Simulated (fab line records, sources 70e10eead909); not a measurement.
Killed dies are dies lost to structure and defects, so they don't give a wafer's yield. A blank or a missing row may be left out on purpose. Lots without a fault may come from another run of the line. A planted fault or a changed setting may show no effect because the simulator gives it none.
fab line records | flow nand_harc
record lots=12 wafers=34 last_day=27
route steps=1159 shown A_CHANNEL_HOLE_D1@471 A_CHANNEL_FILL_D1@492
lots that met no fault: from a run of the same line without faults
start_h: hours from the record's first day to the start of the lot's first wafer shown | wait_h: hours since the lot's step before | " the same as in the row above | L1.1+2: a row that stands for several wafers | - no value, or no start given | * or withheld: withheld | < > ~ a bound
route shown NAME@n: a module of which the file shows steps, and the number in the route of the first | usual: mean/standard deviation of fault-free wafers | same: alike in all rows | chamber/n: place in a boat | sites: the reading at each site | _std_site: their standard deviation | _edge_site: outer sites' mean less inner sites' | radius_mm: how far each site lies from the wafer's centre | mask NAME#n: copy n | behind: the tool/chamber that last shaped the wafer | hold: why the lot was held/for how many hours/how that ended | device: the transistor (n, p or np) that didn't switch | end of line: the same wafers' tests at the end of the route | a step without rows: its recipe alone | killed: dies lost to structure and defects at the first sort, not the wafer's yield | map: a wafer's dies, x killed, . not, _ none there
set.NAME: the setting as run; set.NAME@STEP: as run at that earlier step | model.NAME: the simulator's own value behind a step, which no gauge read
steps of the route over a sample of lots; a table a step, a row a wafer
services: from which hour (start_h, from the record's first day; less than 0 if before it) a tool's chamber was out of use, for how many hours, and why
## steps
# step NHARC_A_CHANNEL_HOLE_D1_ETCH_19
# recipe bias_v=1200 source_w=2500 pressure_mtorr=15 time_s=34.5 ar_flow_sccm=375 c4f8_flow_sccm=28.8 o2_flow_sccm=96.2 temp_c=-20 target_depth_a=* chemistry=C4F8/O2/Ar
# usual bias_v=1199/12 drypump_motor_current_A=5.2/0.42 mfc_ar_sccm=374.9/1.1 showerhead_plenum_p_Torr=3.75/0.12 temp_c=-20.00/0.11 throttle_valve_pct=37.038/0.0083
# columns lot.wafer tool chamber start_h wait_h bias_v drypump_motor_current_A mfc_ar_sccm rf_hours_counter_h showerhead_plenum_p_Torr temp_c throttle_valve_pct
L991.1 har_etch-01 1 162.03 0.1 1206 5.0 376.7 183 3.66 -19.85 37.045
L991.5 " 1 " " 1199 5.0 378.1 - 3.66 -19.83 37.024
L991.6 " 0 " " 1211 5.2 374.7 - 3.84 -19.90 37.031
L994.1 har_etch-02 0 186.51 0.1 1207 4.8 375.4 99 3.93 -19.87 37.038
L994.4 " 0 " " 1199 4.8 373.4 - 3.93 -19.90 37.030
L994.6 " 0 " " 1214 4.8 372.6 - 3.93 -19.80 37.034
L992.2 har_etch-01 1 187.01 0.1 1219 5.0 374.6 195 3.66 -20.06 37.039
L992.3 " 1 " " 1198 5.0 374.0 - 3.66 -19.87 37.023
L992.6 " 1 " " 1220 4.9 373.8 - 3.66 -19.97 37.029
L995.1 har_etch-01 0 196.23 1.0 1219 5.2 375.9 203 3.83 -19.91 37.044
L995.4 " 1 " " 1192 4.9 374.1 - 3.65 -20.01 37.036
L995.5 " 0 " " 1227 5.2 374.2 - 3.83 -19.80 37.027
L101.1 har_etch-01 0 233.21 0.1 1198 5.1 373.7 214 3.82 -19.89 37.034
L101.3 " 0 " " 1203 5.1 374.4 - 3.82 -19.89 37.038
L100.3 har_etch-02 0 233.85 0.1 1198 4.8 375.9 - 3.91 -20.13 37.029
L100.5 " 1 " " 1185 5.9 376.3 - 3.64 -19.98 37.044
L100.6 " 0 " " 1183 4.8 375.2 - 3.91 -20.09 37.037
L103.2 har_etch-02 0 251.92 0.1 1189 4.8 377.5 128 3.91 -19.90 37.043
L103.4 " 0 " " 1196 4.8 377.3 - 3.91 -19.93 37.037
L106.2 har_etch-02 1 274.28 0.1 1217 6.0 371.8 137 3.63 -19.97 37.028
L106.3 " 0 " " 1184 4.8 375.9 - 3.90 -20.04 37.042
L106.6 " 1 " " 1190 6.0 373.8 - 3.63 -20.08 37.043
L108.1 har_etch-01 1 284.58 0.1 1179 5.0 375.1 238 3.63 -19.88 37.058
L108.4 " 0 " " 1218 5.2 373.7 - 3.81 -20.02 37.031
L108.3 " 1 " " 1190 5.0 375.5 - 3.63 -19.89 37.034
L111.1 har_etch-02 1 292.54 1.2 1195 5.9 374.7 143 3.63 -20.25 37.049
L111.6 " 0 " " 1198 4.8 374.2 - 3.90 -19.86 37.030
L111.5 " 1 " " 1194 5.9 374.3 - 3.63 -20.15 37.042
L113.2 har_etch-01 0 299.61 0.1 1197 5.2 377.3 251 3.80 -19.94 37.046
L113.6 " 0 " " 1192 5.2 376.3 - 3.80 -20.03 37.044
L113.5 " 1 " " 1195 5.0 376.1 - 3.63 -20.02 37.038
L114.3 har_etch-02 0 318.08 0.1 1211 4.8 375.1 - 3.89 -20.21 37.054
L114.4 " 1 " " 1208 6.0 376.1 - 3.62 -20.18 37.037
L114.6 " 1 " " 1235 6.0 377.1 - 3.62 -20.04 37.042
# step NHARC_A_CHANNEL_HOLE_D1_ETCH_33
# recipe bias_v=400 source_w=2000 pressure_mtorr=25 time_s=90 ar_flow_sccm=375 c4f8_flow_sccm=41.7 o2_flow_sccm=83.3 temp_c=-20 target_depth_a=4000 chemistry=C4F8/O2/Ar
# usual bias_v=399/3.8 drypump_motor_current_A=5.2/0.42 mfc_ar_sccm=375.0/1.1 showerhead_plenum_p_Torr=3.75/0.11 temp_c=-20.00/0.11 throttle_valve_pct=27.620/0.0087
# columns lot.wafer tool chamber start_h wait_h bias_v drypump_motor_current_A mfc_ar_sccm rf_hours_counter_h showerhead_plenum_p_Torr temp_c throttle_valve_pct
L991.1 har_etch-01 1 165.99 0.2 403 5.0 375.9 187 3.66 -19.97 27.629
L991.5 " 1 " " 401 4.9 373.2 - 3.66 -19.84 27.609
L991.6 " 0 " " 402 5.2 372.6 - 3.84 -19.98 27.624
L994.1 har_etch-02 0 190.52 0.2 396 4.8 374.5 102 3.92 -20.08 27.627
L994.4 " 0 " " 401 4.8 375.8 - 3.92 -19.92 27.630
L994.6 " 0 " " 401 4.8 374.1 - 3.92 -19.99 27.625
L992.2 har_etch-01 1 190.99 0.2 406 5.0 373.8 199 3.65 -19.90 27.619
L992.3 " 1 " " 404 5.0 373.1 - 3.65 -20.13 27.616
L992.6 " 1 " " 399 5.0 374.6 - 3.65 -20.21 27.624
L995.1 har_etch-01 0 200.21 0.2 393 5.2 372.9 207 3.82 -20.02 27.630
L995.4 " 1 " " 398 5.0 373.7 - 3.65 -20.09 27.628
L995.5 " 0 " " 396 5.2 373.9 - 3.83 -19.94 27.608
L101.1 har_etch-01 0 237.22 0.2 397 5.2 375.9 218 3.82 -19.90 27.611
L101.3 " 0 " " 406 5.2 374.3 - 3.82 -20.02 27.638
L100.3 har_etch-02 0 237.85 0.2 401 4.8 375.1 - 3.91 -19.99 27.619
L100.5 " 1 " " 399 5.9 374.0 - 3.64 -20.04 27.621
L100.6 " 0 " " 405 4.8 375.3 - 3.91 -19.99 27.628
L103.2 har_etch-02 0 255.92 0.2 396 4.9 373.5 132 3.90 -19.97 27.630
L103.4 " 0 " " 398 4.9 374.7 - 3.90 -19.87 27.626
L106.2 har_etch-02 1 278.27 0.2 405 5.9 376.6 140 3.63 -19.86 27.635
L106.3 " 0 " " 404 4.8 374.6 - 3.90 -19.75 27.618
L106.6 " 1 " " 404 6.0 376.9 - 3.63 -19.96 27.620
L108.1 har_etch-01 1 288.57 0.2 399 5.0 374.0 242 3.63 -19.96 27.630
L108.4 " 0 " " 396 5.2 374.6 - 3.81 -20.20 27.616
L108.3 " 1 " " 401 5.0 373.1 - 3.63 -20.02 27.630
L111.1 har_etch-02 1 296.53 0.2 407 5.9 375.4 147 3.62 -19.90 27.623
L111.6 " 0 " " 402 4.8 376.1 - 3.89 -20.04 27.630
L111.5 " 1 " " 397 5.9 375.9 - 3.62 -20.07 27.625
L113.2 har_etch-01 0 303.56 0.2 403 5.2 376.3 255 3.80 -20.06 27.620
L113.6 " 0 " " 394 5.2 376.5 - 3.80 -20.04 27.610
L113.5 " 1 " " 400 5.0 374.4 - 3.62 -20.01 27.605
L114.3 har_etch-02 0 322.10 0.2 405 4.8 375.4 - 3.88 -19.80 27.613
L114.4 " 1 " " 398 6.0 376.1 - 3.61 -20.03 27.604
L114.6 " 1 " " 404 5.9 376.2 - 3.61 -19.99 27.608
# step NHARC_A_CHANNEL_FILL_D1_ALD_02
# recipe target_thk_a=60 pulse_time_s=10 ald_cycles=60 temp_c=300 material=SiO2
# usual heater_power_w=459/35 precursor_pulse_height_rel=1.000/0.022
# same ald_cycles=60
# columns lot.wafer tool chamber start_h wait_h heater_power_w precursor_pulse_height_rel
L991.1 ald_hk-03 2 168.12 - 380 0.988
L991.6 " 3 " " 458 1.030
L991.5 " 0 " " 494 0.982
L994.4 ald_hk-01 2 197.16 - 515 1.027
L994.1 " 3 " " 431 0.982
L994.6 " 1 " " 497 0.982
L992.2 ald_hk-01 1 198.03 - 494 1.000
L992.3 " 2 " " 505 1.017
L992.6 " 3 " " 439 1.023
L995.1 ald_hk-01 1 202.27 - 483 0.993
L995.4 " 2 " " 515 0.999
L995.5 " 3 " " 424 1.048
L101.1 ald_hk-03 0 241.19 - 488 0.992
L101.3 " 1 " " 424 1.041
L100.3 ald_hk-03 3 241.61 - 458 0.997
L100.6 " 3 " " 473 1.007
L100.5 " 0 " " 491 1.000
L103.2 ald_hk-01 1 257.97 - 482 1.022
L103.4 " 2 " " 505 1.005
L106.3 ald_hk-04 3 280.81 - 475 0.985
L106.2 " 1 " " 509 0.929
L106.6 " 3 " " 470 0.997
L108.3 ald_hk-04 3 290.54 - 459 0.976
L108.1 " 0 " " 427 1.000
L108.4 " 1 " " 512 0.988
L111.1 ald_hk-03 1 298.59 - 422 1.011
L111.5 " 3 " " 463 1.011
L111.6 " 0 " " 496 1.009
L113.2 ald_hk-04 1 305.64 - 515 1.007
L113.6 " 0 " " 451 0.998
L113.5 " 1 " " 514 1.066
L114.4 ald_hk-01 0 324.12 - 465 1.008
L114.3 " 1 " " 489 1.024
L114.6 " 2 " " 491 1.049
# step NHARC_A_CHANNEL_FILL_D1_ETCHBACK_19
# recipe target_depth_a=50 time_s=1.7 hbr_flow_sccm=150 cl2_flow_sccm=50 rf_w=400 icp_w=400 bias_w=100 chemistry=HBr/Cl2
# usual drypump_motor_current_A=5.9/0.52 oes_product_au=1.000/0.0076 throttle_valve_pct=26.407/0.0089
# columns lot.wafer tool chamber start_h wait_h drypump_motor_current_A oes_product_au rf_hours_counter_h throttle_valve_pct
L991.1 rie_si-05 2 192.70 0.4 6.3 0.988 1.1 26.408
L991.5 " 1 " " 4.9 1.001 - 26.410
L991.6 " 2 " " 6.3 1.000 - 26.398
L992.3 rie_si-02 1 221.35 0.4 6.6 0.999 0.0 26.401
L992.2 " 2 " " 5.7 0.996 0.1 26.400
L992.6 " 3 " " 6.6 0.996 - 26.409
L994.1 rie_si-05 3 221.35 0.4 5.7 0.988 1.3 26.408
L994.4 " 0 " " 6.2 1.013 1.4 26.401
L994.6 " 1 " " 4.8 1.007 - 26.399
L995.1 rie_si-02 3 225.90 0.4 6.6 0.995 0.1 26.388
L995.4 " 2 " " 5.8 0.997 0.1 26.402
L995.5 " 0 " " 5.6 1.005 - 26.416
L100.3 rie_si-04 0 265.05 0.4 6.1 1.001 1.3 26.420
L100.6 " 0 " " 6.1 0.994 - 26.401
L100.5 " 1 " " 5.9 0.991 - 26.406
L101.3 rie_si-02 1 265.07 0.4 6.7 1.008 0.5 26.410
L101.1 " 2 " " 5.8 1.332 0.5 26.417
L103.4 rie_si-02 0 281.97 0.4 5.6 0.994 0.7 26.389
L103.2 " 1 " " 6.7 1.334 0.7 26.406
L106.3 rie_si-02 0 304.94 0.4 5.6 0.990 0.8 26.412
L106.2 " 1 " " 6.7 1.341 0.9 26.401
L106.6 " 1 " " 6.7 1.010 - 26.422
L108.3 rie_si-04 0 314.33 0.4 6.1 0.988 0.2 26.400
L108.4 " 2 " " 5.7 0.993 0.2 26.416
L108.1 " 3 " " 5.7 0.992 0.2 26.414
L111.1 rie_si-05 1 322.37 0.4 4.9 0.997 0.7 26.414
L111.5 " 3 " " 5.8 1.003 - 26.412
L111.6 " 0 " " 6.1 1.019 - 26.418
L113.2 rie_si-05 1 332.47 0.4 4.8 1.008 0.8 26.410
L113.6 " 3 " " 5.7 1.000 - 26.400
L113.5 " 0 " " 6.1 0.996 - 26.396
L114.4 rie_si-04 0 348.02 0.4 6.1 0.988 0.5 26.405
L114.3 " 3 " " 5.7 1.008 0.5 26.404
L114.6 " 1 " " 5.9 0.996 - 26.415
## services
# columns tool chamber start_h hours kind
ald_hk-03 - 144.00 10.0 pm
ald_hk-04 - 186.18 10.0 pm
rie_si-04 2 201.09 4.0 repair
rie_si-02 - 211.00 9.0 pm
rie_si-02 0 211.00 9.0 vent_cycle
ald_hk-01 - 228.00 10.0 pm
ald_hk-01 0 228.00 10.0 vent_cycle
ald_hk-01 1 228.00 10.0 vent_cycle
ald_hk-01 2 228.00 10.0 vent_cycle
ald_hk-01 3 228.00 10.0 vent_cycle
ald_hk-01 0 238.00 - clean
ald_hk-01 1 238.00 - clean
ald_hk-01 2 238.00 - clean
ald_hk-01 3 238.00 - clean
rie_si-05 - 239.09 9.0 pm
rie_si-04 - 276.00 9.0 pm
har_etch-02 - 279.79 9.0 repair
har_etch-01 - 305.00 17.0 pm
har_etch-01 0 305.00 17.0 vent_cycle
har_etch-01 1 305.00 17.0 vent_cycle
har_etch-01 0 322.00 - clean
har_etch-01 0 322.00 - consumable_replace:focus_ring
har_etch-01 1 322.00 - clean
har_etch-01 1 322.00 - consumable_replace:focus_ring
## key
first_sign step=NHARC_A_CHANNEL_FILL_D1_ETCHBACK_19 reading=oes_product_au direction=up sigmas=44 usual=1.000 struck=1.336
effect none on later readings
met_at NHARC_A_CHANNEL_FILL_D1_ETCHBACK_19
struck_lots L101,L103,L106
struck_wafers L101.1,L103.2,L106.2
tester_left_out L101,L103,L106
not_acting_at NHARC_A_CHANNEL_HOLE_D1_ETCH_19,NHARC_A_CHANNEL_HOLE_D1_ETCH_33,NHARC_A_CHANNEL_FILL_D1_ALD_02
onset_between 225.90 265.07
fault kind=process_parameter_drift tool=rie_si-02 chamber=- onset_h=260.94 steps=NHARC_A_CHANNEL_FILL_D1_ETCHBACK_19 channel=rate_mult offset=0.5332 shape=step end_h=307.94 scope=struck_wafers_only
# tester_left_out: of these lots the tester's yield and bins aren't shown, on N5 and GAA mostly nor the transistor test; their killed dies are dies lost to structure and defects alone, not to doping, threshold or leakage, so they don't give the yield
